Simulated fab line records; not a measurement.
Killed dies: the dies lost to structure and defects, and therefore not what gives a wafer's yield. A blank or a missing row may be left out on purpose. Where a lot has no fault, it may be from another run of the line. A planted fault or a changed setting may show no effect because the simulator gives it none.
What tool caused it?    flow nand harc    24 lots, 72 wafers sampled, at 3 steps of a route of 1302

## WHAT THE GAUGES READ, wafer by wafer
NHARC_A_CONTACT_CD_MEAS_53. Usual: cd nm 289.7 nm, standard deviation 0.92.
lot   measured      on         cd nm (nm)         flag
L074  day 21 09:02  cd sem-02  289.7 289.8 289.5  
L075  day 22 04:25  cd sem-03  289.1 290.5 290.2  
L076  day 22 13:37  cd sem-02  291.5 290.8 291.3  
L077  day 23 03:21  cd sem-01  288.7 289.3 288.6  
L078  day 23 04:07  cd sem-02  289.6 288.8 289.7  
L080  day 23 18:47  cd sem-02  288.4 288.9 288.3  
L079  day 24 06:11  cd sem-01  288.9 288.9 289.4  
L081  day 25 06:39  cd sem-02  289.5 290.4 290.3  
L082  day 25 07:33  cd sem-01  291.1 292.0 291.6  
L083  day 25 17:26  cd sem-01  289.9 291.1 290.1  
L084  day 26 04:14  cd sem-03  290.2 290.3 290.6  
L085  day 26 08:55  cd sem-03  289.7 289.6 289.3  
L086  day 26 13:29  cd sem-02  291.1 291.5 290.9  
L088  day 27 06:24  cd sem-03  289.6 289.7 289.2  
L087  day 27 11:06  cd sem-01  290.6 290.1 290.1  
L089  day 27 12:16  cd sem-02  288.5 289.0 288.2  
L091  day 27 21:34  cd sem-02  290.2 289.9 290.3  
L090  day 27 22:14  cd sem-03  289.6 289.7 289.7  
L092  day 29 09:04  cd sem-01  287.3 288.3 288.0  
L093  day 29 10:50  cd sem-02  289.3 289.8 288.8  
L094  day 29 21:21  cd sem-01  290.0 289.4 289.3  
L095  day 30 02:22  cd sem-03  290.5 290.2 289.4  
L096  day 31 01:29  cd sem-02  289.9 290.2 289.7  
L097  day 31 10:39  cd sem-01  289.4 289.9 290.0  

NHARC_A_CONTACT_INSPECT_10. Usual: raw defect count 82, standard deviation 38.
lot   measured      on                 raw defect count  flag
L074  day 22 02:07  defect inspect-01  103 94 100        
L075  day 22 17:52  defect inspect-01  62 73 60          
L076  day 23 02:39  defect inspect-02  54 39 48          
L077  day 23 16:56  defect inspect-01  143 136 137       
L078  day 23 18:44  defect inspect-01  61 63 79          
L080  day 24 09:40  defect inspect-01  157 161 141       
L079  day 24 21:11  defect inspect-01  64 57 63          
L081  day 25 19:32  defect inspect-01  115 115 88        
L082  day 26 00:22  defect inspect-02  33 40 45          
L083  day 26 07:42  defect inspect-02  138 144 125       
L084  day 26 19:35  defect inspect-01  118 127 116       
L085  day 27 00:10  defect inspect-02  38 36 41          
L086  day 27 05:38  defect inspect-02  71 77 65          
L088  day 27 22:03  defect inspect-02  92 88 107         
L087  day 28 00:12  defect inspect-02  24 27 21          
L089  day 28 05:07  defect inspect-02  106 103 94        
L091  day 28 12:49  defect inspect-01  66 66 85          
L090  day 28 13:22  defect inspect-02  55 66 57          
L092  day 30 00:46  defect inspect-01  113 90 105        
L093  day 30 02:19  defect inspect-02  35 35 32          
L094  day 30 12:42  defect inspect-02  73 75 72          
L095  day 30 15:23  defect inspect-01  69 84 82          
L096  day 31 17:29  defect inspect-01  30 32 27          
L097  day 32 04:44  defect inspect-01  131 152 137       

## WHICH TOOL RAN EACH LOT (tool, then ch and the chambers of the sampled wafers, then the start)
lot   NHARC_A_CONTACT_STRIP_82
L074  rie diel-07 ch 0,2,3, day 22 02:07 or earlier
L075  rie diel-07 ch 1,3, day 22 17:52 or earlier
L076  rie diel-12 ch 1,3, day 23 02:39 or earlier
L077  rie diel-12 ch 0,1,3, day 23 16:56 or earlier
L078  rie diel-07 ch 0,3, day 23 18:44 or earlier
L080  rie diel-07 ch 0,3, day 24 09:40 or earlier
L079  rie diel-12 ch 0,1,3, day 24 21:11 or earlier
L081  rie diel-07 ch 0,1, day 25 19:32 or earlier
L082  rie diel-07 ch 0,1, day 26 00:22 or earlier
L083  rie diel-12 ch 1,3, day 26 07:42 or earlier
L084  rie diel-01 ch 1,3, day 26 19:35 or earlier
L085  rie diel-01 ch 0,1,3, day 27 00:10 or earlier
L086  rie diel-01 ch 2,3, day 27 05:38 or earlier
L088  rie diel-01 ch 0,2,3, day 27 22:03 or earlier
L087  rie diel-12 ch 0,1,2, day 28 00:12 or earlier
L089  rie diel-07 ch 0,1,2, day 28 05:07 or earlier
L091  rie diel-01 ch 1,3, day 28 12:49 or earlier
L090  rie diel-12 ch 1,2, day 28 08:47
L092  rie diel-12 ch 2,3, day 30 00:46 or earlier
L093  rie diel-01 ch 0,3, day 30 02:19 or earlier
L094  rie diel-12 ch 1,2,3, day 30 12:42 or earlier
L095  rie diel-12 ch 0,1, day 30 15:23 or earlier
L096  rie diel-01 ch 0,2, day 31 12:17
L097  rie diel-12 ch 1,2, day 32 04:44 or earlier
- NHARC_A_CONTACT_STRIP_82: strips in O2.

## AS READ BY THE TOOLS THEMSELVES (means over the sampled wafers that have a number; for cases with no such wafer, the mark the record gives instead)
NHARC_A_CONTACT_STRIP_82. Usual: drypump motor current A 5.6 A, standard deviation 0.43; oes product au 0.999 a.u., standard deviation 0.012; rf vpp V 57.9 V, standard deviation 0.95; showerhead plenum p Torr 3.58 Torr, standard deviation 0.17; throttle valve pct 17.037 %, standard deviation 0.0097.
lot   tool         drypump motor current A (A)  oes product au (a.u.)  rf vpp V (V)  showerhead plenum p Torr (Torr)  throttle valve pct (%)  flag
L074  rie diel-07  5.9                          1.003                  58.1          3.69                             17.037                  
L075  rie diel-07  5.7                          1.005                  58.7          3.56                             17.035                  
L076  rie diel-12  6.2                          1.009                  58.3          3.69                             17.029                  
L077  rie diel-12  5.8                          0.992                  58.6          3.68                             17.045                  
L078  rie diel-07  5.9                          0.996                  58.4          3.72                             17.049                  
L080  rie diel-07  5.9                          0.998                  58.0          3.72                             17.037                  
L079  rie diel-12  5.8                          0.996                  57.8          3.68                             17.035                  
L081  rie diel-07  5.6                          0.995                  57.9          3.42                             17.042                  
L082  rie diel-07  5.8                          0.989                  58.3          3.57                             17.047                  
L083  rie diel-12  6.0                          0.991                  58.2          3.69                             17.044                  
L084  rie diel-01  5.7                          0.996                  56.7          3.40                             17.036                  
L085  rie diel-01  5.4                          1.007                  57.0          3.49                             17.042                  
L086  rie diel-01  5.3                          0.979                  58.4          3.64                             17.041                  
L088  rie diel-01  5.2                          0.996                  57.7          3.61                             17.034                  
L087  rie diel-12  5.4                          0.996                  57.4          3.55                             17.027                  
L089  rie diel-07  5.7                          1.000                  57.7          3.52                             17.037                  
L091  rie diel-01  5.4                          0.993                  58.3          3.36                             17.032                  
L090  rie diel-12  5.6                          1.004                  56.6          3.56                             17.025                  
L092  rie diel-12  5.9                          1.005                  57.5          3.55                             17.033                  
L093  rie diel-01  5.0                          0.988                  57.9          3.44                             17.036                  
L094  rie diel-12  5.8                          0.999                  58.3          3.55                             17.039                  
L095  rie diel-12  5.5                          0.990                  57.8          3.66                             17.039                  
L096  rie diel-01  5.2                          0.997                  58.7          3.71                             17.030                  
L097  rie diel-12  5.4                          0.995                  56.8          3.42                             17.029                  

## THE ANSWER, worked out from the rows above alone
Rule: a lot counts as off when the mean over its wafers that have a number is more than 3 standard deviations away from the usual mean. Also off: a lot with no number at a reading for which 4 or more lots have one. The other lots that the step has rows for count as sound. First the gauges in route order, then the tools' own readings, where a lot's mean is used as printed above. At the first step where some lot is off, the reading lying furthest off is the one used; lots without a number count as furthest.
Across all readings shown, no lot is off: no conclusion can be drawn from this.

## WHAT THE SIMULATOR PUT IN
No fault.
